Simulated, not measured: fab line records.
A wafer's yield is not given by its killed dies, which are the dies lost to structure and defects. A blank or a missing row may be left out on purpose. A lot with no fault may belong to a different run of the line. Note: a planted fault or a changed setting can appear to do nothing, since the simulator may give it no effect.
Which tool is to blame? | flow nand_harc | Sampling: 7 lots, 20 wafers, 4 of 1159 route steps

## WHAT EACH GAUGE READ, for each wafer
NHARC_END_SORT_01.
lot  | measured     | on        | killed_at_other
L765 | day 22 19:38 | prober-01 | 1 0
L773 | day 24 17:32 | prober-01 | 1 0 1

## TOOL THAT RAN EACH LOT (tool first, then ch and the chambers of the sampled wafers, then the start)
lot  | NHARC_P_GATE_RTA_64              | NHARC_P_GATE_DEGAS_109       | NHARC_P_CONTACT_CMP_24
L755 | rtp_anneal-01 ch 0, day 5 09:22  | pvd_sputter-01, day 5 09:40  | cmp-04 ch 0,2, day 5 23:28
L756 | rtp_anneal-01 ch 0, day 6 03:08  | pvd_sputter-01, day 6 03:27  | cmp-02 ch 2,3, day 6 12:40
L759 | rtp_anneal-02 ch 0, day 6 16:02  | pvd_sputter-01, day 6 16:18  | cmp-02 ch 0,2, day 6 22:58
L765 | rtp_anneal-02 ch 0, day 8 18:19  | pvd_sputter-01, day 8 18:35  | cmp-02 ch 1, day 9 00:38
L770 | rtp_anneal-01 ch 0, day 9 11:29  | pvd_sputter-01, day 9 11:47  | cmp-04 ch 0,2,3, day 9 19:29
L773 | rtp_anneal-01 ch 0, day 10 06:25 | pvd_sputter-01, day 10 06:41 | cmp-04 ch 2,3, day 10 15:50
L776 | rtp_anneal-02 ch 0, day 10 23:04 | pvd_sputter-03, day 10 23:24 | cmp-04 ch 0,1,2, day 11 04:52
- NHARC_P_GATE_RTA_64: time 1 s.
- NHARC_P_GATE_DEGAS_109: time 60 s.
- NHARC_P_CONTACT_CMP_24: polishes, t overpolish 30 s, target thk 200 nm.

## THE ANSWER, worked out from the rows above alone
Rule: the lots themselves supply what counts as usual. Put in order of their means at a reading, lots are off if they are a third of the lots or fewer, leave a main group of 4 or more, and stand apart from it by a gap of 3 or more times the standard deviation of the main group's means; of several such gaps the widest counts. A main group whose means are all the same, to the digits that the tables above print for the reading, isn't used. Also off: a lot with no number at a reading for which 4 or more lots have one. All remaining lots with rows at the step are treated as sound.
None of the lots is off at any reading shown; this tells nothing.

## WHAT HAD BEEN PUT IN BY THE SIMULATOR
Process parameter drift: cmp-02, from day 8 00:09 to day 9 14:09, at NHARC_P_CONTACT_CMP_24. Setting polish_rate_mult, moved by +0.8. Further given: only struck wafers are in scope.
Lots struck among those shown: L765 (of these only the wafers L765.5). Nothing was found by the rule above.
